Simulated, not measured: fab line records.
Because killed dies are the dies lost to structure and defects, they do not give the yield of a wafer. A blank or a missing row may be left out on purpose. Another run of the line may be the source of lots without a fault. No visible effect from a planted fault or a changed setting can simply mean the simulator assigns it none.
The same fault as seen by 3 desks | flow n5-finfet | only its own numbers are on each desk; what lay behind them is given at the end

METROLOGY DESK
Lot by lot, what the gauges showed, no matter which tool ran the lot: averages of those sampled wafers that carry a number. Marked OUT: a lot whose mean sits more than 4 standard deviations from the usual mean, which makes it out of limits; the brackets give that distance.
Columns: A = M7_OVL at N5_BEOL_M7_OVL_MEAS_12, usual 0.3 nm; B = cd-nm at N5_BEOL_M7_CD_MEAS_18, usual 40.1 nm
lot  | first seen here | A    | B
L783 | day 9 02:23     | 0.1  | 39.8
L784 | day 9 07:21     | 0.9  | 39.7
L785 | day 9 07:43     | -0.3 | 40.5
L786 | day 9 23:17     | 0.1  | 39.9
L789 | day 10 10:06    | 0.5  | 40.9
L790 | day 11 01:52    | -0.3 | 40.1
L795 | day 12 10:01    | -0.1 | 39.9
L800 | day 13 09:42    | -0.4 | 39.3
L799 | day 13 23:51    | 0.5  | 39.9
L804 | day 14 20:41    | 0.3  | 40.6
L805 | day 15 08:35    | -0.1 | 39.9
This desk found nothing out of limits on any of the 11 lots.

THE DEFECT DESK
For each lot, the counts of the inspections along the route, averaged over the sampled wafers that have a number. Marked OUT: a lot whose mean sits more than 4 standard deviations from the usual mean, which makes it out of limits; the brackets give that distance.
Columns: A = raw-defect-count at N5_BEOL_M7_INSPECT_13, usual 412
lot  | first seen here | A
L783 | day 9 02:24     | 263
L784 | day 9 07:22     | 405
L785 | day 9 07:44     | 437
L786 | day 9 23:18     | 343
L789 | day 10 10:07    | 441
L790 | day 11 01:53    | 389
L795 | day 12 10:02    | 263
L800 | day 13 09:44    | 472
L799 | day 13 23:52    | 300
L804 | day 14 20:43    | 489
L805 | day 15 08:37    | 374
This desk found nothing out of limits on any of the 11 lots.

FOR THE TOOL OWNER'S DESK: rie-diel-05
The tool's own readings at N5_BEOL_M7_VIA_ETCH_34 (etches SiCOH lowk in C4F6/O2, target depth 125.5 nm, time 50.5 s): means of the sampled wafers that have a number, for each lot that ran on this tool. Marked OUT: a lot whose mean sits more than 4 standard deviations from the usual mean, which makes it out of limits; the brackets give that distance. Of its 8 readings 7 are shown: the one that was out of limits first, and those that lie furthest out on some lot.
Columns: A = drypump-motor-current-A at N5_BEOL_M7_VIA_ETCH_34, usual 5.5 A; B = oes_f_703_au at N5_BEOL_M7_VIA_ETCH_34, usual 0.82 a.u.; C = oes_o_777_au at N5_BEOL_M7_VIA_ETCH_34, usual 0.82 a.u.; D = oes-product-au at N5_BEOL_M7_VIA_ETCH_34, usual 0.81 a.u.; E = rf-fwd-power-W at N5_BEOL_M7_VIA_ETCH_34, usual 341.4 W; F = rf-vpp-V at N5_BEOL_M7_VIA_ETCH_34, usual 656 V; G = throttle-valve-pct at N5_BEOL_M7_VIA_ETCH_34, usual 20.62 %
lot  | first seen here | A   | B    | C    | D    | E               | F   | G
L784 | day 9 11:52     | 5.4 | 0.86 | 0.85 | 0.85 | 339.8           | 658 | 20.37
L789 | day 10 11:17    | 5.4 | 0.84 | 0.83 | 0.82 | 341.0           | 658 | 20.37
L790 | day 11 03:12    | 5.5 | 0.76 | 0.75 | 0.75 | 340.2           | 657 | 20.48
L795 | day 12 11:31    | 5.3 | 1.02 | 0.99 | 0.94 | 369.3 (+19) OUT | 631 | 20.32
L804 | day 15 00:36    | 5.2 | 0.92 | 0.90 | 0.90 | 340.9           | 652 | 20.26
Finding of this desk: L795 out of limits; the first was L795 at day 12 11:31, on rf-fwd-power-W at N5_BEOL_M7_VIA_ETCH_34. L784, L789, L790, L804: within limits.

ALL TOGETHER
At day 12 11:31, on L795, the tool owner's desk was in a position to raise an alarm.
From the metrology desk's view, nothing was out of limits.
Nothing out of limits was seen by the defect desk.
The metrology desk holds a record of L795, inside its limits.
The defect desk has L795 on record, within its limits.
The lots listed all ran N5_BEOL_M7_VIA_ETCH_34 on rie-diel-05.

WHAT THE SIMULATOR HAD PUT IN
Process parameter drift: rie-diel-05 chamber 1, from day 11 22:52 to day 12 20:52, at N5_BEOL_M7_VIA_ETCH_34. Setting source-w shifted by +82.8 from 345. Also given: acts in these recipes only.
Struck lots among those shown: L795.
Delay in hours, fault start to first out-of-limits reading, by desk: the tool owner's desk at 13.
